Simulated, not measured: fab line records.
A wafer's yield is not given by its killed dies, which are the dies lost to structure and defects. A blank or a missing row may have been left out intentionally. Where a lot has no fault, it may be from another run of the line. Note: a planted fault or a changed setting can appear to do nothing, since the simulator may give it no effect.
Which of the tools did it? :: flow n5_finfet :: 24 lots with 72 wafers sampled at 3 steps, on a route of 1938 steps

WHAT EACH GAUGE READ, for each wafer
N5_BEOL_M14_INSPECT_30: inspects for defects (macro). Usual: raw_defect_count reads 2.0 (standard deviation 1.3).
lot: L074
measured: day 11 06:41
on: defect_inspect-01
raw_defect_count: 3 1 0
flag: 

lot: L076
measured: day 11 12:22
on: defect_inspect-01
raw_defect_count: 1 1 3
flag: 

lot: L077
measured: day 11 20:05
on: defect_inspect-01
raw_defect_count: 0 0 1
flag: 

lot: L075
measured: day 11 21:21
on: defect_inspect-01
raw_defect_count: 1 2 1
flag: 

lot: L078
measured: day 11 23:26
on: defect_inspect-01
raw_defect_count: 1 2 3
flag: 

lot: L079
measured: day 12 06:31
on: defect_inspect-02
raw_defect_count: 1 2 3
flag: 

lot: L080
measured: day 12 20:14
on: defect_inspect-01
raw_defect_count: 2 1 0
flag: 

lot: L081
measured: day 12 22:47
on: defect_inspect-01
raw_defect_count: 2 0 2
flag: 

lot: L082
measured: day 13 01:13
on: defect_inspect-02
raw_defect_count: 1 2 0
flag: 

lot: L083
measured: day 13 12:12
on: defect_inspect-02
raw_defect_count: 2 1 2
flag: 

lot: L084
measured: day 13 15:58
on: defect_inspect-01
raw_defect_count: 0 2 0
flag: 

lot: L086
measured: day 13 23:05
on: defect_inspect-01
raw_defect_count: 2 2 4
flag: 

lot: L085
measured: day 14 02:09
on: defect_inspect-01
raw_defect_count: 4 5 3
flag: 

lot: L087
measured: day 14 06:26
on: defect_inspect-02
raw_defect_count: 5 2 1
flag: 

lot: L088
measured: day 14 07:03
on: defect_inspect-01
raw_defect_count: 2 1 4
flag: 

lot: L089
measured: day 14 17:40
on: defect_inspect-01
raw_defect_count: 0 2 2
flag: 

lot: L091
measured: day 15 16:47
on: defect_inspect-02
raw_defect_count: 2 5 2
flag: 

lot: L090
measured: day 15 16:30
on: defect_inspect-01
raw_defect_count: 1 3 2
flag: 

lot: L092
measured: day 15 22:08
on: defect_inspect-02
raw_defect_count: 0 0 1
flag: 

lot: L094
measured: day 16 01:26
on: defect_inspect-02
raw_defect_count: 0 2 3
flag: 

lot: L093
measured: day 16 01:59
on: defect_inspect-01
raw_defect_count: 2 1 3
flag: 

lot: L096
measured: day 16 13:21
on: defect_inspect-02
raw_defect_count: 2 5 2
flag: 

lot: L095
measured: day 17 03:16
on: defect_inspect-01
raw_defect_count: 3 2 4
flag: 

lot: L097
measured: day 17 03:26
on: defect_inspect-01
raw_defect_count: 3 4 0
flag: 

EACH LOT AND THE TOOL THAT RAN IT (in order: tool; ch and the chambers of the sampled wafers; start)
lot: L074
N5_BEOL_M12_PRE_CLEAN_42: pvd_sputter-02, day 10 21:23
N5_BEOL_M13_STRIP_64: plasma_asher-02 ch 0,1, day 10 23:44

lot: L076
N5_BEOL_M12_PRE_CLEAN_42: pvd_sputter-01, day 11 04:39
N5_BEOL_M13_STRIP_64: plasma_asher-01 ch 0,1, day 11 07:43

lot: L077
N5_BEOL_M12_PRE_CLEAN_42: pvd_sputter-01, day 11 08:47
N5_BEOL_M13_STRIP_64: plasma_asher-02 ch 0,1, day 11 11:18

lot: L075
N5_BEOL_M12_PRE_CLEAN_42: pvd_sputter-03, day 11 09:04
N5_BEOL_M13_STRIP_64: plasma_asher-01 ch 0,1, day 11 12:08

lot: L078
N5_BEOL_M12_PRE_CLEAN_42: pvd_sputter-01, day 11 15:13
N5_BEOL_M13_STRIP_64: plasma_asher-02 ch 0,1, day 11 17:25

lot: L079
N5_BEOL_M12_PRE_CLEAN_42: pvd_sputter-01, day 11 17:43
N5_BEOL_M13_STRIP_64: plasma_asher-01 ch 0,1, day 11 20:42

lot: L080
N5_BEOL_M12_PRE_CLEAN_42: pvd_sputter-03, day 12 13:28
N5_BEOL_M13_STRIP_64: plasma_asher-01 ch 0,1, day 12 15:38

lot: L081
N5_BEOL_M12_PRE_CLEAN_42: pvd_sputter-01, day 12 15:43
N5_BEOL_M13_STRIP_64: plasma_asher-02 ch 0,1, day 12 17:53

lot: L082
N5_BEOL_M12_PRE_CLEAN_42: pvd_sputter-03, day 12 16:19
N5_BEOL_M13_STRIP_64: plasma_asher-01 ch 0,1, day 12 18:37

lot: L083
N5_BEOL_M12_PRE_CLEAN_42: pvd_sputter-01, day 13 02:02
N5_BEOL_M13_STRIP_64: plasma_asher-01 ch 0,1, day 13 04:13

lot: L084
N5_BEOL_M12_PRE_CLEAN_42: pvd_sputter-01, day 13 07:56
N5_BEOL_M13_STRIP_64: plasma_asher-01 ch 0,1, day 13 10:19

lot: L086
N5_BEOL_M12_PRE_CLEAN_42: pvd_sputter-02, day 13 14:58
N5_BEOL_M13_STRIP_64: plasma_asher-01 ch 0,1, day 13 17:31

lot: L085
N5_BEOL_M12_PRE_CLEAN_42: pvd_sputter-01, day 13 15:05
N5_BEOL_M13_STRIP_64: plasma_asher-01 ch 0,1, day 13 19:03

lot: L087
N5_BEOL_M12_PRE_CLEAN_42: pvd_sputter-02, day 13 20:32
N5_BEOL_M13_STRIP_64: plasma_asher-01 ch 0,1, day 13 23:01

lot: L088
N5_BEOL_M12_PRE_CLEAN_42: pvd_sputter-02, day 13 22:57
N5_BEOL_M13_STRIP_64: plasma_asher-01 ch 0,1, day 14 01:16

lot: L089
N5_BEOL_M12_PRE_CLEAN_42: pvd_sputter-02, day 14 08:38
N5_BEOL_M13_STRIP_64: plasma_asher-01 ch 1, day 14 11:06

lot: L091
N5_BEOL_M12_PRE_CLEAN_42: pvd_sputter-02, day 15 06:05
N5_BEOL_M13_STRIP_64: plasma_asher-02 ch 0,1, day 15 08:39

lot: L090
N5_BEOL_M12_PRE_CLEAN_42: pvd_sputter-03, day 15 06:26
N5_BEOL_M13_STRIP_64: plasma_asher-02 ch 0,1, day 15 08:46

lot: L092
N5_BEOL_M12_PRE_CLEAN_42: pvd_sputter-02, day 15 14:26
N5_BEOL_M13_STRIP_64: plasma_asher-02 ch 0,1, day 15 16:47

lot: L094
N5_BEOL_M12_PRE_CLEAN_42: pvd_sputter-02, day 15 16:44
N5_BEOL_M13_STRIP_64: plasma_asher-01 ch 0,1, day 15 19:05

lot: L093
N5_BEOL_M12_PRE_CLEAN_42: pvd_sputter-01, day 15 17:03
N5_BEOL_M13_STRIP_64: plasma_asher-01 ch 0,1, day 15 19:17

lot: L096
N5_BEOL_M12_PRE_CLEAN_42: pvd_sputter-03, day 16 06:10
N5_BEOL_M13_STRIP_64: plasma_asher-01 ch 0,1, day 16 08:28

lot: L095
N5_BEOL_M12_PRE_CLEAN_42: pvd_sputter-03, day 16 17:54
N5_BEOL_M13_STRIP_64: plasma_asher-02 ch 0,1, day 16 20:14

lot: L097
N5_BEOL_M12_PRE_CLEAN_42: pvd_sputter-01, day 16 18:08
N5_BEOL_M13_STRIP_64: plasma_asher-01 ch 0,1, day 16 21:34
- N5_BEOL_M12_PRE_CLEAN_42: time 30 s.
- N5_BEOL_M13_STRIP_64: strips in N2/H2.

WHAT THE TOOLS THEMSELVES READ (means of the sampled wafers that have a number; where no wafer has one, the mark that the record gives instead)
N5_BEOL_M12_PRE_CLEAN_42. Usual: heater_power_w 347 W, standard deviation 43; susceptor_temp_C 250.01 C, standard deviation 0.18.
lot: L074
tool: pvd_sputter-02
heater_power_w (W): 337
susceptor_temp_C (C): 249.96
flag: 

lot: L076
tool: pvd_sputter-01
heater_power_w (W): 324
susceptor_temp_C (C): 250.00
flag: 

lot: L077
tool: pvd_sputter-01
heater_power_w (W): 339
susceptor_temp_C (C): 249.75
flag: 

lot: L075
tool: pvd_sputter-03
heater_power_w (W): 354
susceptor_temp_C (C): 250.02
flag: 

lot: L078
tool: pvd_sputter-01
heater_power_w (W): 341
susceptor_temp_C (C): 250.01
flag: 

lot: L079
tool: pvd_sputter-01
heater_power_w (W): 322
susceptor_temp_C (C): 249.95
flag: 

lot: L080
tool: pvd_sputter-03
heater_power_w (W): 325
susceptor_temp_C (C): 249.99
flag: 

lot: L081
tool: pvd_sputter-01
heater_power_w (W): 307
susceptor_temp_C (C): 250.10
flag: 

lot: L082
tool: pvd_sputter-03
heater_power_w (W): 429
susceptor_temp_C (C): 249.92
flag: 

lot: L083
tool: pvd_sputter-01
heater_power_w (W): 350
susceptor_temp_C (C): 250.00
flag: 

lot: L084
tool: pvd_sputter-01
heater_power_w (W): 348
susceptor_temp_C (C): 250.03
flag: 

lot: L086
tool: pvd_sputter-02
heater_power_w (W): 363
susceptor_temp_C (C): 249.94
flag: 

lot: L085
tool: pvd_sputter-01
heater_power_w (W): 319
susceptor_temp_C (C): 249.93
flag: 

lot: L087
tool: pvd_sputter-02
heater_power_w (W): 362
susceptor_temp_C (C): 249.93
flag: 

lot: L088
tool: pvd_sputter-02
heater_power_w (W): 359
susceptor_temp_C (C): 250.18
flag: 

lot: L089
tool: pvd_sputter-02
heater_power_w (W): 344
susceptor_temp_C (C): 250.04
flag: 

lot: L091
tool: pvd_sputter-02
heater_power_w (W): 330
susceptor_temp_C (C): 250.28
flag: 

lot: L090
tool: pvd_sputter-03
heater_power_w (W): 374
susceptor_temp_C (C): 250.09
flag: 

lot: L092
tool: pvd_sputter-02
heater_power_w (W): 352
susceptor_temp_C (C): 249.84
flag: 

lot: L094
tool: pvd_sputter-02
heater_power_w (W): 346
susceptor_temp_C (C): 250.01
flag: 

lot: L093
tool: pvd_sputter-01
heater_power_w (W): 351
susceptor_temp_C (C): 250.11
flag: 

lot: L096
tool: pvd_sputter-03
heater_power_w (W): 377
susceptor_temp_C (C): 249.86
flag: 

lot: L095
tool: pvd_sputter-03
heater_power_w (W): 298
susceptor_temp_C (C): 250.03
flag: 

lot: L097
tool: pvd_sputter-01
heater_power_w (W): 321
susceptor_temp_C (C): 250.06
flag: 

N5_BEOL_M13_STRIP_64. Usual: drypump_motor_current_A 5.5 A, standard deviation 0.6; heater_power_w 322 W, standard deviation 16; oes_product_au 0.715 a.u., standard deviation 0.0049; strip_time_to_endpoint_s 31.36 s, standard deviation 0.066.
lot: L074
tool: plasma_asher-02
drypump_motor_current_A (A): 6.1
heater_power_w (W): 318
oes_product_au (a.u.): 0.715
strip_time_to_endpoint_s (s): 31.47
flag: 

lot: L076
tool: plasma_asher-01
drypump_motor_current_A (A): 5.4
heater_power_w (W): 323
oes_product_au (a.u.): 0.712
strip_time_to_endpoint_s (s): 31.36
flag: 

lot: L077
tool: plasma_asher-02
drypump_motor_current_A (A): 5.8
heater_power_w (W): 332
oes_product_au (a.u.): 0.719
strip_time_to_endpoint_s (s): 31.39
flag: 

lot: L075
tool: plasma_asher-01
drypump_motor_current_A (A): 5.0
heater_power_w (W): 320
oes_product_au (a.u.): 0.714
strip_time_to_endpoint_s (s): 31.44
flag: 

lot: L078
tool: plasma_asher-02
drypump_motor_current_A (A): 5.8
heater_power_w (W): 340
oes_product_au (a.u.): 0.712
strip_time_to_endpoint_s (s): 31.31
flag: 

lot: L079
tool: plasma_asher-01
drypump_motor_current_A (A): 5.0
heater_power_w (W): 316
oes_product_au (a.u.): 0.716
strip_time_to_endpoint_s (s): 31.33
flag: 

lot: L080
tool: plasma_asher-01
drypump_motor_current_A (A): 5.0
heater_power_w (W): 319
oes_product_au (a.u.): 0.715
strip_time_to_endpoint_s (s): 31.39
flag: 

lot: L081
tool: plasma_asher-02
drypump_motor_current_A (A): 6.1
heater_power_w (W): 318
oes_product_au (a.u.): 0.717
strip_time_to_endpoint_s (s): 31.31
flag: 

lot: L082
tool: plasma_asher-01
drypump_motor_current_A (A): 5.4
heater_power_w (W): 317
oes_product_au (a.u.): 0.714
strip_time_to_endpoint_s (s): 31.34
flag: 

lot: L083
tool: plasma_asher-01
drypump_motor_current_A (A): 5.4
heater_power_w (W): 323
oes_product_au (a.u.): 0.713
strip_time_to_endpoint_s (s): 31.36
flag: 

lot: L084
tool: plasma_asher-01
drypump_motor_current_A (A): 5.0
heater_power_w (W): 316
oes_product_au (a.u.): 0.716
strip_time_to_endpoint_s (s): 31.31
flag: 

lot: L086
tool: plasma_asher-01
drypump_motor_current_A (A): 5.4
heater_power_w (W): 321
oes_product_au (a.u.): 0.716
strip_time_to_endpoint_s (s): 31.37
flag: 

lot: L085
tool: plasma_asher-01
drypump_motor_current_A (A): 5.0
heater_power_w (W): 318
oes_product_au (a.u.): 0.713
strip_time_to_endpoint_s (s): 31.29
flag: 

lot: L087
tool: plasma_asher-01
drypump_motor_current_A (A): 5.1
heater_power_w (W): 319
oes_product_au (a.u.): 0.716
strip_time_to_endpoint_s (s): 31.31
flag: 

lot: L088
tool: plasma_asher-01
drypump_motor_current_A (A): 5.0
heater_power_w (W): 317
oes_product_au (a.u.): 0.713
strip_time_to_endpoint_s (s): 31.33
flag: 

lot: L089
tool: plasma_asher-01
drypump_motor_current_A (A): 4.7
heater_power_w (W): 313
oes_product_au (a.u.): 0.712
strip_time_to_endpoint_s (s): 31.44
flag: 

lot: L091
tool: plasma_asher-02
drypump_motor_current_A (A): 6.1
heater_power_w (W): 316
oes_product_au (a.u.): 0.718
strip_time_to_endpoint_s (s): 31.40
flag: 

lot: L090
tool: plasma_asher-02
drypump_motor_current_A (A): 5.8
heater_power_w (W): 339
oes_product_au (a.u.): 0.725
strip_time_to_endpoint_s (s): 31.25
flag: 

lot: L092
tool: plasma_asher-02
drypump_motor_current_A (A): 5.8
heater_power_w (W): 341
oes_product_au (a.u.): 0.709
strip_time_to_endpoint_s (s): 31.36
flag: 

lot: L094
tool: plasma_asher-01
drypump_motor_current_A (A): 5.0
heater_power_w (W): 322
oes_product_au (a.u.): 0.716
strip_time_to_endpoint_s (s): 31.40
flag: 

lot: L093
tool: plasma_asher-01
drypump_motor_current_A (A): 5.4
heater_power_w (W): 317
oes_product_au (a.u.): 0.716
strip_time_to_endpoint_s (s): 31.33
flag: 

lot: L096
tool: plasma_asher-01
drypump_motor_current_A (A): 5.4
heater_power_w (W): 325
oes_product_au (a.u.): 0.718
strip_time_to_endpoint_s (s): 31.33
flag: 

lot: L095
tool: plasma_asher-02
drypump_motor_current_A (A): 5.8
heater_power_w (W): 337
oes_product_au (a.u.): 0.718
strip_time_to_endpoint_s (s): 31.32
flag: 

lot: L097
tool: plasma_asher-01
drypump_motor_current_A (A): 5.4
heater_power_w (W): 325
oes_product_au (a.u.): 0.713
strip_time_to_endpoint_s (s): 31.41
flag: 

THE ANSWER, worked out from the rows above alone
Rule: lot off if the mean of its wafers having a number is beyond 3 standard deviations from the usual mean. Also off: a lot with no number at a reading for which 4 or more lots have one. All remaining lots with rows at the step are treated as sound. First the gauges in route order, then the tools' own readings, where a lot's mean is used as printed above. At the first step where some lot is off, the reading lying furthest off is the one used; lots without a number count as furthest.
No lot is off on any of the readings shown, so nothing can be concluded from this.

WHAT THE SIMULATOR HAD PUT IN
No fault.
